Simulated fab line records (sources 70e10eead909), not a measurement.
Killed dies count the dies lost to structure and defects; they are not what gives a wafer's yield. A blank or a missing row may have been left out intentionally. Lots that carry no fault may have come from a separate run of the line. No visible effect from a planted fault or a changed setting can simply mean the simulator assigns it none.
A struck lot beside a sound one / flow nandHarc / 42 steps out of a route of 1159
Sound: wafers L219.3, L219.4, L219.5. Struck: wafer L223.4. The cause is given at the end.
Order at every step that has rows: each side's tool, ch and its chambers, its first start. Under that, the readings that differ: sound wafers / struck wafers / difference of the means / sigmas: that difference in standard deviations of wafers without a fault.
alike: a reading whose means differ by less than 2 such deviations, as well as words and numbers matching on both sides. not compared: withheld readings; readings where some wafer has no value; bounds like >300 that might hide an equal value; numbers whose values overlap and for which the record gives no deviation.
A row with sigmas, a row that says differs or no value, or rows on one side alone: a step with any of these is where the two part. Numbers that don't overlap but have no deviation are shown without sigmas and don't part them. Lack of a reading on every wafer of one side parts them only where that side has two or more wafers.

first, 7 steps without rows for these wafers: NHARC_A_M1_COAT_34 (time 65 s); NHARC_A_M1_COAT_03 (resist thk 90 nm); NHARC_A_M1_SOFTBAKE_04 (time 55 s); NHARC_A_M1_EBR_05; NHARC_A_M1_EXPOSE_06 (exposes mask A M1, target cd 120 nm); NHARC_A_M1_PEB_07 (peb time 65 s); NHARC_A_M1_DEVELOP_08 (develop time 35 s).
NHARC_A_M1_CD_MEAS_09 targets a cd of 120 nm.
  sound on cdSem-01 ch 0, day 17 19:59; struck on cdSem-02 ch 0, day 19 15:34
  alike: cdNm
NHARC_A_M1_OVL_MEAS_10: pitch 240 nm.
  struck on overlay-02, day 19 15:38; sound on overlay-02, day 17 20:04
  alike: overlayXNm, overlayYNm
NHARC_A_M1_INSPECT_11:
  struck on defectInspect-01, day 19 15:41; sound on defectInspect-01, day 17 20:06
  alike: rawDefectCount
NHARC_A_M1_DESCUM_14: chemistry O2, time 3 s.
  sound on rieDiel-05 ch 1,2, day 17 20:11; struck on rieDiel-05 ch 2, day 19 15:45
reading=rfHoursCounterH (h); sound=- - -; struck=9; difference=no value on the sound wafers; sigmas=
  alike: drypumpMotorCurrentA, oesProductAu, rfVppV, showerheadPlenumPTorr, throttleValvePct
then, 1 step without rows for these wafers: NHARC_A_M1_ETCH_35 (etches the open film in N2/H2, target depth 40 nm, overetch 12 nm, time 43.94 s).
NHARC_A_M1_ETCH_15: etches the open film in C4F8/Ar, target depth 182.5 nm, time 91.2 s.
  sound on rieDiel-05 ch 1,2, day 17 20:27; struck on rieDiel-05 ch 0, day 19 15:56
reading=rfHoursCounterH (h); sound=- - -; struck=8; difference=no value on the sound wafers; sigmas=
  alike: oesProductAu, rfVppV
NHARC_A_M1_CD_MEAS_16:
  struck on cdSem-01, day 19 16:03; sound on cdSem-02, day 17 20:37
  alike: cdNm
NHARC_A_M1_STRIP_18: strips in N2/H2.
  sound on rieDiel-08 ch 0,3, day 17 20:42; struck on rieDiel-08 ch 1, day 19 16:07
  alike: drypumpMotorCurrentA, oesProductAu, rfVppV, showerheadPlenumPTorr, throttleValvePct
  not compared: rfHoursCounterH
then, 2 steps without rows for these wafers: NHARC_A_M1_ETCH_28 (etches the open film in CF4/N2, target depth 30 nm, time 72.99 s); NHARC_A_M1_STRIP_19 (strips in post etch residue remover, time 600 s).
NHARC_A_M1_DEGAS_29: time 60 s.
  struck on pvdSputter-02, day 19 16:46; sound on pvdSputter-03, day 17 21:22
reading=heaterPowerW (W); sound=321 328 325; struck=378; difference=+53; sigmas=+2
then, 1 step without rows for these wafers: NHARC_A_M1_PRE_CLEAN_30 (time 30 s).
NHARC_A_M1_PVD_20: deposits TaN, target thk 5 nm, time 8.06 s.
  sound on pvdSputter-03; struck on pvdSputter-02
  alike: throttleValvePct
then, 4 steps without rows for these wafers: NHARC_A_M1_PVD_21 (deposits Cu, target thk 30 nm, time 20.49 s); NHARC_A_M1_ECD_22 (material Cu, target thk 400 nm); NHARC_A_M1_ANNEAL_31 (time 90 s); NHARC_A_M1_CMP_23 (polishes, t overpolish 20 s, target thk 154.34 nm).
NHARC_A_M1_THK_MEAS_24: measures by xrf.
  struck on filmMetro-01, day 19 18:10; sound on filmMetro-02, day 17 23:04
  alike: thkNm
then, 2 steps without rows for these wafers: NHARC_A_M1_SRD_25; NHARC_A_M1_PRE_CLEAN_32 (time 12 s).
NHARC_A_M1_DEP_33: deposits SiCN, target thk 30 nm.
  sound on pecvd-03 ch 0,1,2, day 17 23:24; struck on pecvd-01 ch 0, day 19 18:41
  alike: heaterPowerW, showerheadVppV
then, 2 steps without rows for these wafers: NHARC_A_BONDPAD_DEP_00 (deposits SiCN, target thk 250 nm); NHARC_A_BONDPAD_CMP_29 (polishes SiCN, target thk 200 nm).
NHARC_A_BONDPAD_THK_MEAS_30: measures by ellipsometry.
  struck on filmMetro-01, day 19 19:41; sound on filmMetro-01, day 18 00:37
reading=thkNm (nm); sound=197.7 198.4 198.7; struck=203.6; difference=+5.3; sigmas=+4
then, 9 steps without rows for these wafers: NHARC_A_BONDPAD_SRD_31; NHARC_A_BONDPAD_DEHYDRATE_01 (time 120 s); NHARC_A_BONDPAD_HMDS_02 (time 30 s); NHARC_A_BONDPAD_COAT_33 (time 65 s); NHARC_A_BONDPAD_COAT_03 (resist thk 600 nm); NHARC_A_BONDPAD_SOFTBAKE_04 (time 70 s); NHARC_A_BONDPAD_EBR_05; NHARC_A_BONDPAD_EXPOSE_06 (exposes mask A BPAD); NHARC_A_BONDPAD_PEB_07 (peb time 80 s).
NHARC_HYBRID_BOND_ACTIVATE_00: chemistry N2, time 60 s.
  sound on rieDiel-13 ch 0,2,3, day 18 04:22; struck on rieDiel-04 ch 3, day 20 03:19
reading=hold; sound=- - -; struck=awaitDispo/4.0h/release; difference=no value on the sound wafers; sigmas=
  alike: drypumpMotorCurrentA, oesProductAu, rfVppV, showerheadPlenumPTorr
  not compared: rfHoursCounterH
NHARC_END_SORT_01:
  sound on prober-02 ch 0, day 19 14:59; struck on prober-01 ch 0, day 21 17:43
reading=defectLimitedYield (%); sound=96.0 95.1 95.3; struck=90.1; difference=-5.4; sigmas=-3
reading=killedAtArray; sound=25 32 28; struck=66; difference=+38; sigmas=+3
reading=killedDies; sound=27 33 32; struck=67; difference=+36; sigmas=+3
reading=sort_bin_2_pct (%); sound=1.8 1.0 1.8; struck=4.3; difference=+2.8; sigmas=+4
reading=sort_bin_3_pct (%); sound=0.44 0.59 0.30; struck=2.22; difference=+1.78; sigmas=+8
reading=sortNPass; sound=650 644 645; struck=610; difference=-36; sigmas=-3
reading=sortRimYieldPct (%); sound=93.4 96.2 97.2; struck=83.0; difference=-12.6; sigmas=-4
reading=sortYieldPct (%); sound=96.0 95.1 95.3; struck=90.1; difference=-5.4; sigmas=-3
  alike: killedAtOther, killedAtPeriphery, killedOpen, killedShort, sort_bin_4_pct

WHERE THEY PART
At NHARC_A_M1_DESCUM_14 first; at NHARC_END_SORT_01 last (within this record only).

WHY: whatever the simulator had introduced
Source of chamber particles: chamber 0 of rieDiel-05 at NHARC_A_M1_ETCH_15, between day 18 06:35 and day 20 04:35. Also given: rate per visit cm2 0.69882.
